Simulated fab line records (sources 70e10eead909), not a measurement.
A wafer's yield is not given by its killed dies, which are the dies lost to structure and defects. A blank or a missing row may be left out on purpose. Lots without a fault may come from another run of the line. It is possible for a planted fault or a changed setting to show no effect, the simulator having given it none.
fab line records | flow nand_harc
record lots=12 | wafers=34 | last_day=25
route steps=1159 shown P_M0@263 P_M1@297 END@1159
lots untouched by any fault: they come from a run of this same line in which no faults occurred
start_h: hours from the record's first day to the start of the lot's first wafer shown | wait_h: how many hours have passed since the lot's step before this one | " repeats the value in the row above | L1.1+2: several wafers, shown together as one row | - no value, or no start given | * or withheld: withheld | < > ~ a bound
route shown NAME@n: NAME is a module with steps in the file, n the number in the route of the first one | usual: mean/standard deviation of fault-free wafers | same: alike in all rows | chamber/n: place in a boat | sites: each site's reading | _std_site: standard deviation across them | _edge_site: inner sites' mean taken away from outer sites' mean | radius_mm: for every site, how far away it sits from the centre of the wafer | mask NAME#n: copy n | behind: the last tool/chamber to shape the wafer | hold: reason for holding the lot/hours on hold/outcome of the hold | device: transistor that didn't switch, given as n, p or np | end of line: the tests these same wafers got at the end of their route | a step with no rows: only its recipe | killed: the dies lost at the first sort to structure and to defects; this is not the yield of the wafer | map: a wafer's dies, x killed, . not, _ none there
set.NAME: the run value of the setting; set.NAME@STEP: its run value at that earlier step | model.NAME: the simulator's own value behind a step, which no gauge read
one table for each step of the route and one row for each wafer, over a sample of lots
services: when a tool's chamber went out of use (start_h, in hours from the record's first day, below 0 if earlier), for how many hours, and the reason
## steps
# step NHARC_P_M0_CD_MEAS_09
# recipe target_cd_nm=90 | landing_energy_ev=500
# usual cd_nm=90.4/0.76
lot.wafer | tool      | chamber | start_h | wait_h | cd_nm
L927.1    | cd_sem-01 | 0       | 119.26  | -      | 91.3
L927.3    | "         | 0       | "       | "      | 90.7
L927.6    | "         | 0       | "       | "      | 89.9
L929.1    | cd_sem-03 | 0       | 129.68  | -      | 91.5
L929.4    | "         | 0       | "       | "      | 91.0
L929.5    | "         | 0       | "       | "      | 91.6
L930.1    | cd_sem-01 | 0       | 130.67  | -      | 91.1
L930.5    | "         | 0       | "       | "      | 91.0
L930.6    | "         | 0       | "       | "      | 90.4
L936.4    | cd_sem-03 | 0       | 168.46  | -      | 90.1
L941.1    | cd_sem-03 | 0       | 197.92  | -      | 90.0
L941.3    | "         | 0       | "       | "      | 89.2
L941.5    | "         | 0       | "       | "      | 90.9
L943.1    | cd_sem-01 | 0       | 217.16  | -      | 90.8
L943.2    | "         | 0       | "       | "      | 90.1
L943.4    | "         | 0       | "       | "      | 89.1
L944.1    | cd_sem-01 | 0       | 220.74  | -      | 88.8
L944.3    | "         | 0       | "       | "      | 88.4
L944.4    | "         | 0       | "       | "      | 88.4
L946.1    | cd_sem-02 | 0       | 226.63  | -      | 90.6
L946.2    | "         | 0       | "       | "      | 89.4
L946.3    | "         | 0       | "       | "      | 89.8
L947.3    | cd_sem-01 | 0       | 235.26  | -      | 91.2
L947.4    | "         | 0       | "       | "      | 90.0
L947.6    | "         | 0       | "       | "      | 91.1
L948.1    | cd_sem-03 | 0       | 235.64  | -      | 90.5
L948.2    | "         | 0       | "       | "      | 90.0
L948.6    | "         | 0       | "       | "      | 90.3
L949.2    | cd_sem-01 | 0       | 249.26  | -      | 91.6
L949.4    | "         | 0       | "       | "      | 92.2
L949.5    | "         | 0       | "       | "      | 91.0
L950.1    | cd_sem-03 | 0       | 259.26  | -      | 90.6
L950.3    | "         | 0       | "       | "      | 90.6
L950.6    | "         | 0       | "       | "      | 91.7
# step NHARC_P_M1_INSPECT_11
# usual raw_defect_count=4.3/2.4
lot.wafer | tool              | chamber | start_h | wait_h | raw_defect_count
L927.1    | defect_inspect-01 | -       | 124.01  | 0.0    | 8
L927.3    | "                 | -       | "       | "      | 5
L927.6    | "                 | -       | "       | "      | 2
L929.1    | defect_inspect-01 | -       | 133.88  | 0.0    | 2
L929.4    | "                 | -       | "       | "      | 0
L929.5    | "                 | -       | "       | "      | 6
L930.1    | defect_inspect-01 | -       | 134.87  | 0.0    | 9
L930.5    | "                 | -       | "       | "      | 7
L930.6    | "                 | -       | "       | "      | 3
L936.4    | defect_inspect-02 | -       | 172.57  | 0.0    | 2
L941.1    | defect_inspect-01 | -       | 202.39  | 0.0    | 6
L941.3    | "                 | -       | "       | "      | 3
L941.5    | "                 | -       | "       | "      | 0
L943.1    | defect_inspect-01 | -       | 221.29  | 0.0    | 5
L943.2    | "                 | -       | "       | "      | 3
L943.4    | "                 | -       | "       | "      | 5
L944.1    | defect_inspect-01 | -       | 225.14  | 0.0    | 4
L944.3    | "                 | -       | "       | "      | 3
L944.4    | "                 | -       | "       | "      | 7
L946.1    | defect_inspect-01 | -       | 231.13  | 0.0    | 4
L946.2    | "                 | -       | "       | "      | 5
L946.3    | "                 | -       | "       | "      | 3
L947.3    | defect_inspect-01 | -       | 239.58  | 0.0    | 6
L947.4    | "                 | -       | "       | "      | 2
L947.6    | "                 | -       | "       | "      | 3
L948.1    | defect_inspect-01 | -       | 239.95  | 0.0    | 1
L948.2    | "                 | -       | "       | "      | 3
L948.6    | "                 | -       | "       | "      | 0
L949.2    | defect_inspect-01 | -       | 253.75  | 0.0    | 2
L949.4    | "                 | -       | "       | "      | 2
L949.5    | "                 | -       | "       | "      | 2
L950.1    | defect_inspect-01 | -       | 263.50  | 0.0    | 6
L950.3    | "                 | -       | "       | "      | 8
L950.6    | "                 | -       | "       | "      | 11
# step NHARC_P_M1_ETCH_15
# recipe target_depth_a=1825 | time_s=91.2 | c4f8_flow_sccm=withheld | ar_flow_sccm=400 | rf_w=600 | bias_w=300 | chemistry=C4F8/Ar
# usual chamber_pressure_mTorr=25.002/0.023 | oes_product_au=0.948/0.022 | rf_vpp_V=442/3
lot.wafer | tool        | chamber | start_h | wait_h | chamber_pressure_mTorr | oes_product_au | rf_hours_counter_h | rf_vpp_V
L927.1    | rie_diel-05 | 3       | 124.40  | -      | 25.019                 | 0.908          | 3                  | 445
L927.3    | "           | 2       | "       | "      | 24.984                 | 0.917          | 4                  | 446
L927.6    | "           | 3       | "       | "      | 25.026                 | 0.907          | -                  | 445
L929.1    | rie_diel-07 | 3       | 134.12  | -      | 25.023                 | 0.915          | 5                  | 438
L929.4    | "           | 0       | "       | "      | 25.022                 | 0.922          | 5                  | 440
L929.5    | "           | 2       | "       | "      | 24.970                 | 0.901          | -                  | 443
L930.1    | rie_diel-07 | 0       | 135.13  | -      | 24.999                 | 0.941          | 5                  | 443
L930.5    | "           | 1       | "       | "      | 24.989                 | 0.939          | -                  | 440
L930.6    | "           | 2       | "       | "      | 24.982                 | 0.939          | -                  | 443
L936.4    | rie_diel-07 | 3       | 172.80  | -      | 25.027                 | 0.926          | 8                  | 438
L941.1    | rie_diel-05 | 2       | 202.63  | -      | 24.987                 | 0.967          | 1                  | 446
L941.3    | "           | 1       | "       | "      | 24.987                 | 0.953          | 1                  | 446
L941.5    | "           | 2       | "       | "      | 25.002                 | 0.959          | -                  | 445
L943.1    | rie_diel-11 | 3       | 221.53  | -      | 24.996                 | 0.973          | 1                  | 438
L943.4    | "           | 0       | "       | "      | 25.014                 | 0.978          | 1                  | 444
L943.2    | "           | 2       | "       | "      | 24.962                 | 0.959          | 2                  | 443
L944.1    | rie_diel-11 | 3       | 225.40  | -      | 24.948                 | 0.959          | 2                  | 438
L944.3    | "           | 1       | "       | "      | 25.022                 | 0.962          | 2                  | 436
L944.4    | "           | 0       | "       | "      | 25.005                 | 0.952          | -                  | 444
L946.1    | rie_diel-05 | 2       | 231.38  | -      | 24.986                 | 0.977          | 2                  | 447
L946.3    | "           | 3       | "       | "      | 24.990                 | 0.956          | 2                  | 443
L946.2    | "           | 0       | "       | "      | 25.019                 | 0.989          | 2                  | 444
L947.4    | rie_diel-07 | 2       | 239.82  | -      | 25.001                 | 0.954          | 0                  | 443
L947.3    | "           | 0       | "       | "      | 25.029                 | 0.962          | 1                  | 441
L947.6    | "           | 1       | "       | "      | 24.991                 | 0.955          | -                  | 439
L948.1    | rie_diel-05 | 2       | 240.18  | -      | 24.957                 | 0.981          | 2                  | 445
L948.2    | "           | 1       | "       | "      | 25.014                 | 0.976          | 2                  | 446
L948.6    | "           | 3       | "       | "      | 25.008                 | 0.946          | -                  | 446
L949.2    | rie_diel-07 | 1       | 253.99  | -      | 25.033                 | 0.986          | 2                  | 439
L949.4    | "           | 2       | "       | "      | 25.022                 | 0.975          | 2                  | 442
L949.5    | "           | 1       | "       | "      | 24.983                 | 0.983          | -                  | 441
L950.3    | rie_diel-11 | 3       | 263.74  | -      | 24.970                 | 0.975          | 5                  | 438
L950.1    | "           | 0       | "       | "      | 25.010                 | 0.962          | 5                  | 444
L950.6    | "           | 2       | "       | "      | 25.006                 | 0.973          | -                  | 445
# step NHARC_P_M1_CMP_23
# recipe t_overpolish_s=20 | target_thk_nm=157.82
# usual motor_current_A=13.1/1.3 | time_to_endpoint_s=29.0/2.6
lot.wafer | tool   | chamber | start_h | wait_h | motor_current_A | time_to_endpoint_s
L927.3    | cmp-03 | 0       | 126.36  | -      | 13.3            | 25.8
L927.1    | "      | 2       | "       | "      | 13.7            | 24.5
L927.6    | "      | 3       | "       | "      | 13.7            | 30.6
L929.4    | cmp-04 | 2       | 136.11  | -      | 13.8            | 28.9
L929.1    | "      | 0       | "       | "      | 12.7            | 28.1
L929.5    | "      | 1       | "       | "      | 14.8            | 25.7
L930.1    | cmp-04 | 0       | 137.06  | -      | 12.6            | 25.6
L930.5    | "      | 0       | "       | "      | 12.6            | 28.3
L930.6    | "      | 1       | "       | "      | 14.7            | 27.5
L936.4    | cmp-03 | 1       | 174.76  | -      | 13.1            | 31.2
L941.3    | cmp-02 | 1       | 204.59  | -      | 12.3            | 32.9
L941.1    | "      | 2       | "       | "      | 15.4            | 28.2
L941.5    | "      | 0       | "       | "      | 12.8            | 27.1
L943.1    | cmp-02 | 3       | 223.49  | -      | 9.3             | 26.4
L943.2    | "      | 0       | "       | "      | 12.8            | 26.5
L943.4    | "      | 2       | "       | "      | 13.3            | 25.8
L944.1    | cmp-03 | 3       | 227.39  | -      | 12.4            | 32.5
L944.4    | "      | 0       | "       | "      | 12.7            | 27.4
L944.3    | "      | 1       | "       | "      | 11.9            | 31.9
L946.1    | cmp-03 | 1       | 233.35  | -      | 11.8            | 34.0
L946.2    | "      | 2       | "       | "      | 14.2            | 31.0
L946.3    | "      | 3       | "       | "      | 12.6            | 32.0
L947.4    | cmp-02 | 2       | 241.97  | -      | 13.3            | 27.7
L947.3    | "      | 0       | "       | "      | 13.0            | 27.0
L947.6    | "      | 3       | "       | "      | 9.5             | 27.3
L948.2    | cmp-03 | 3       | 242.45  | -      | 12.7            | 30.1
L948.1    | "      | 1       | "       | "      | 12.3            | 32.7
L948.6    | "      | 0       | "       | "      | 12.5            | 27.8
L949.2    | cmp-02 | 1       | 255.95  | -      | 12.3            | 30.7
L949.4    | "      | 3       | "       | "      | 9.1             | 24.9
L949.5    | "      | 0       | "       | "      | 13.3            | 22.1
L950.3    | cmp-04 | 0       | 265.85  | -      | 12.7            | 29.5
L950.1    | "      | 3       | "       | "      | 14.1            | 30.1
L950.6    | "      | 1       | "       | "      | 15.6            | 29.5
# step NHARC_END_SORT_01
# recipe temp_c=25
# usual defect_limited_yield=95.6/1.6 | killed_at_array=26/11 | killed_at_other=0.4/0.78 | killed_at_periphery=3.4/2.4 | killed_dies=29/11 | killed_open=3.1/1.9 | killed_short=1.9/1.4 | sort_bin_2_pct=1.3/0.63 | sort_bin_3_pct=0.20/0.18 | sort_bin_4_pct=2.8/1.1 | sort_n_pass=648/11 | sort_rim_yield_pct=95/3.4 | sort_yield_pct=95.6/1.6
# same gross_dies=677 | sort_bin_5_pct[%]=0 | sort_bin_6_pct[%]=0 | sort_bin_7_pct[%]=0 | sort_bin_8_pct[%]=0 | sort_rim_n_gross=106.00
lot.wafer | tool      | chamber | start_h | wait_h | defect_limited_yield[%] | killed_at_array | killed_at_other | killed_at_periphery | killed_dies | killed_open | killed_short | sort_bin_2_pct[%] | sort_bin_3_pct[%] | sort_bin_4_pct[%] | sort_n_pass | sort_rim_yield_pct[%] | sort_yield_pct[%]
L936.4    | prober-02 | 0       | 562.55  | 3.4    | 83.9                    | 10              | 0               | 99                  | 109         | 1           | 1            | 5.8               | 5.61              | 4.7               | 568         | 92                    | 83.9
# killed by level:class
L936.4 P_M1:unspecified=98 A_CONTACT:chamber_film_flake=5 A_ZERO_WELL:unspecified=2 P_M1:geometric_particle:open=1 A_CHANNEL_FILL_D1:geometric_particle:short=1 A_CHANNEL_HOLE_D1:chamber_film_flake=1 A_WL_FILL:chamber_film_flake=1
## services
tool        | chamber | start_h | hours | kind
cmp-04      | -       | 105.01  | 4.0   | pm
rie_diel-07 | 3       | 127.61  | 2.2   | repair
cmp-02      | -       | 132.77  | 4.0   | pm
rie_diel-05 | 0       | 135.60  | 6.1   | repair
cmp-03      | -       | 137.70  | 0.5   | repair
cmp-03      | -       | 156.00  | 4.0   | pm
rie_diel-05 | -       | 163.60  | 9.0   | pm
cmp-03      | -       | 164.23  | 0.9   | repair
rie_diel-11 | 3       | 173.10  | 4.8   | repair
cmp-04      | -       | 182.09  | 0.2   | repair
rie_diel-05 | -       | 184.13  | 0.2   | repair
cmp-03      | -       | 186.54  | 4.2   | repair
rie_diel-11 | -       | 189.51  | 9.0   | pm
cmp-04      | -       | 198.40  | 1.2   | repair
cmp-04      | -       | 203.01  | 4.0   | pm
cmp-03      | -       | 205.01  | 1.2   | repair
cmp-03      | -       | 218.25  | 2.6   | repair
cmp-04      | -       | 222.23  | 3.9   | repair
rie_diel-11 | 2       | 223.60  | 8.0   | repair
rie_diel-07 | -       | 228.20  | 9.0   | pm
cmp-02      | -       | 230.86  | 4.0   | pm
cmp-04      | -       | 234.78  | 1.7   | repair
cmp-03      | -       | 254.00  | 4.0   | pm
cmp-03      | -       | 260.32  | 0.7   | repair
## key
first_sign step=NHARC_END_SORT_01 | reading=killed_at_periphery | direction=up | sigmas=40 | usual=3.4 | struck=99
effect step=NHARC_END_SORT_01 | reading=killed_dies | direction=up | sigmas=7.3 | usual=29 | struck=109
more_kills_born_at NHARC_P_M1_ETCH_15@rie_diel-07=98
met_at NHARC_P_M1_ETCH_15
struck_lots L936
struck_wafers L936.4
not_acting_at NHARC_P_M0_CD_MEAS_09,NHARC_P_M1_INSPECT_11,NHARC_P_M1_CMP_23
onset_between 134.12 172.80
fault kind=chamber_particle_source | tool=rie_diel-07 | chamber=3 | onset_h=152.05 | steps=NHARC_P_M1_ETCH_15 | rate_per_visit_cm2=1.6443 | end_h=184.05
